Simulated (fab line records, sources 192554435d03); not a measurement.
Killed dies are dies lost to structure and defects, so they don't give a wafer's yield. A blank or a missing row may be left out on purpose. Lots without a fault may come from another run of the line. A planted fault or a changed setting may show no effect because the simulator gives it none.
Split-lot experiment | flow n5_finfet | 7 lots, 21 wafers read, on a route of 1938 steps

THE SPLIT
At N5_BEOL_M2_TRENCH_ETCH_37 (etches SiOC in C4F6/O2, target depth 55.555 nm, time 29.2 s), the setting time_s was moved away from the recipe's 29.2 s on 9 of the 21 wafers read, by -20.5% to +22.3%. The other wafers ran this setting at the recipe's value.

FROM THE SPLIT TO THE READING: what the file shows between them, 13 steps
- N5_BEOL_M2_ETCH_41: etches SiCN in CH3F/O2, target depth 29.9 nm, time 52.5 s
- N5_BEOL_M2_STRIP_97: strips in N2/H2, time 10 s
- N5_BEOL_M2_OCD_MEAS_38
- N5_BEOL_M2_HM_STRIP_39: strips TiN in peroxide tin strip, target depth 25 nm, time 158 s
- N5_BEOL_M2_SRD_40: time 30 s
- N5_BEOL_M2_ECD_50: material Cu, target thk 300 nm
- N5_BEOL_M2_ANNEAL_51: time 90 s
- N5_BEOL_M2_CMP_52: polishes, stops on SiOC, t overpolish 6.8 s, target thk 40 nm
- N5_BEOL_M2_THK_MEAS_53: measures by xrf
- N5_BEOL_M2_PRE_CLEAN_60: time 15 s
- N5_BEOL_M2_CO_CAP_55: material Co, precursor CCTBA/H2, target thk 2 nm, time 102.1 s
- N5_BEOL_M2_PRE_CLEAN_56: time 15 s
- N5_BEOL_M2_DEP_57: deposits SiCN from 3MS/NH3, target thk 8 nm, time 14 s

THE READING
M2_RS, in ohm/sq, at N5_BEOL_M2_RS_MEAS_58 (measures by four-point-probe). Fault-free wafers of this fab line usually give 0.66 ohm/sq, standard deviation 0.038 ohm/sq.

wafer  | tool, chamber at the split | time_s as run, s | against the recipe | M2_RS, ohm/sq | against lot-mates on the recipe
L081.1 | rie_diel-01, 3             | 29.2             | recipe             | 0.63          | -
L081.2 | rie_diel-01, 1             | 23.21            | -20.5%             | 1.04          | +0.41
L081.3 | rie_diel-01, 0             | 23.21            | -20.5%             | 0.98          | +0.35
L082.2 | rie_diel-01, 2             | 29.2             | recipe             | 0.68          | -
L082.4 | rie_diel-01, 0             | 29.2             | recipe             | 0.72          | -
L082.6 | rie_diel-01, 1             | 29.2             | recipe             | 0.75          | -
L083.3 | rie_diel-05, 1             | 33.6             | +15.1%             | 0.51          | -0.11
L083.4 | rie_diel-05, 2             | 29.2             | recipe             | 0.62          | -
L083.6 | rie_diel-05, 3             | 29.2             | recipe             | 0.62          | -
L086.1 | rie_diel-01, 0             | 23.7             | -18.8%             | 1.03          | no lot-mate on the recipe
L086.2 | rie_diel-01, 3             | 23.7             | -18.8%             | 1.09          | no lot-mate on the recipe
L086.3 | rie_diel-01, 1             | 23.7             | -18.8%             | 1.14          | no lot-mate on the recipe
L087.1 | rie_diel-03, 2             | 29.2             | recipe             | 0.66          | -
L087.2 | rie_diel-03, 0             | 29.2             | recipe             | 0.63          | -
L087.3 | rie_diel-03, 1             | 35.7             | +22.3%             | 0.47          | -0.18
L088.1 | rie_diel-01, 2             | 29.2             | recipe             | 0.63          | -
L088.4 | rie_diel-01, 3             | 26.58            | -9.0%              | 0.76          | +0.11
L088.6 | rie_diel-01, 3             | 29.2             | recipe             | 0.66          | -
L090.2 | rie_diel-03, 0             | 29.2             | recipe             | 0.65          | -
L090.4 | rie_diel-03, 1             | 29.2             | recipe             | 0.65          | -
L090.6 | rie_diel-03, 0             | 24.22            | -17.1%             | 0.91          | +0.26

THE FIT
A straight line over all 21 wafers: M2_RS changes by -0.0159 ohm/sq for each +1% of time_s; r = -0.94; the points scatter about the line by 0.071 ohm/sq.
The same after taking each lot's own level away (the mean of its wafers on the recipe; 18 wafers): -0.0134 ohm/sq for each +1%; r = -0.94; scatter 0.05 ohm/sq.
On that fit, the largest move of time_s shifts the reading by 0.3 ohm/sq.
The lots' own levels span 0.620 to 0.717 ohm/sq, that is 2.5 times the standard deviation above.
So the lot-to-lot level changes the slope: the two fits differ.
Check: with one of the wafers moved furthest among these (+22.3%) left out of the fit, the line predicts -0.327 ohm/sq for it against its lot-mates. It came out at -0.175 ohm/sq against them.

OTHER SPLITS ON THESE WAFERS
These wafers also went through other splits before the reading. Each is held against what the fit with the lots' levels taken away leaves over:
other split on the same wafers            | wafers away from the commonest value | r with M2_RS (lot level and that fit taken away)
N5_MOL_CONTACT_COAG_COAT_77 spin_rpm      | 5                                    | +0.51
N5_BEOL_M0_SAQP_PECVD_96 time_s           | 6                                    | -0.47
N5_BEOL_M0_SAQP_DEVELOP_13 develop_time_s | 8                                    | -0.18
N5_BEOL_M0_SAQP_DESCUM_45 time_s          | 8                                    | -0.04
N5_BEOL_M0_SAQP_CUT_ETCH_46 time_s        | 7                                    | -0.07
N5_BEOL_M1_SPUTTER_48 time_s              | 8                                    | -0.10

THE WHOLE CHAIN: every reading that the file lists as answering this split, in the file's order
step                      | what it does                                                  | reading                                                                      | change (the file's fit)               | r (the file's)
N5_BEOL_M2_TRENCH_ETCH_37 | etches SiOC in C4F6/O2, target depth 55.555 nm, time 29.2 s   | etch.depth_nm (the simulator's own value, which no gauge read)               | +0.552 nm for each +1% of the setting | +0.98
N5_BEOL_M2_TRENCH_ETCH_37 | etches SiOC in C4F6/O2, target depth 55.555 nm, time 29.2 s   | BEOL_M2.feature_depth_nm (the simulator's own value, which no gauge read)    | +0.553 nm for each +1% of the setting | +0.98
N5_BEOL_M2_OCD_MEAS_38    |                                                               | trench_depth_nm                                                              | +0.559 nm for each +1% of the setting | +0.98
N5_BEOL_M2_CMP_52         | polishes, stops on SiOC, t overpolish 6.8 s, target thk 40 nm | Cu_of_BEOL_M2_ECD_50.thk_nm (the simulator's own value, which no gauge read) | +0.551 nm for each +1% of the setting | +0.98
N5_BEOL_M2_THK_MEAS_53    | measures by xrf                                               | M2_THK                                                                       | +0.542 for each +1% of the setting    | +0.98
N5_BEOL_M2_RS_MEAS_58     | measures by four-point-probe                                  | M2_RS                                                                        | -0.0124 for each +1% of the setting   | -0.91

THE FILE'S OWN FIT
M2_RS changes by -0.0124 ohm/sq for each +1% of time_s, r = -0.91.
